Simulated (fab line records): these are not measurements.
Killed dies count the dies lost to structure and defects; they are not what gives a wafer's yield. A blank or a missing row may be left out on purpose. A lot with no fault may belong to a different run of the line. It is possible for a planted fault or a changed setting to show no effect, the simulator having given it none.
Chamber matching -- flow n5-finfet -- N5_BEOL_M8_CVD_78 on cvd-co-01 has 3 sister chambers
The step deposits Co from CCTBA/H2, target thk 2 nm, time 142.3 s. 14 wafers are shown with their chamber, then 7 later ones without.

== WAFERS, EACH WITH ITS CHAMBER ==
wafer,chamber,run-length-s (s)
L503.2,1,165.9
L503.4,1,166.1
L503.6,2,165.5
L507.5,2,165.2
L506.5,0,164.8
L506.6,1,165.9
L521.3,1,166.2
L521.4,2,165.7
L521.5,0,164.7
L520.2,1,165.8
L520.4,0,165.1
L520.6,1,165.9
L523.1,2,165.0
L523.2,0,164.8

SIGNATURES, as means of the wafers listed above
reading,chamber 0,chamber 1,chamber 2,scatter within a chamber
run-length-s,164.850,165.967,165.350,0.212
Rule: a wafer's distance from a chamber is the root of the sum, over the readings, of the square of ((its reading less the chamber's mean) divided by the reading's scatter). The wafer belongs to the nearest chamber; if the next one is less than 2 further off, it can't be placed. The scatter: the root of (the sum of the squares of (reading less its chamber's mean) over the shown wafers, divided by (wafers less chambers)).

== WAFERS MISSING THEIR CHAMBER ==
wafer,run-length-s (s)
L523.6,165.5
L525.1,165.8
L525.2,165.3
L525.4,166.6
L526.1,164.5
L526.2,164.9
L526.4,165.3

== WHICH CHAMBER EACH WENT THROUGH ==
wafer,from the rows above,in truth
L523.6,can't be placed: 2 or 1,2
L525.1,can't be placed: 1 or 2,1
L525.2,can't be placed: 2 or 0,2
L525.4,1,1
L526.1,0,0
L526.2,can't be placed: 0 or 2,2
L526.4,can't be placed: 2 or 0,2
Correctly placed: 2 of 7. From these rows, 5 cannot be placed; in 5 the true chamber is one of the candidates. Number placed wrongly: 0.
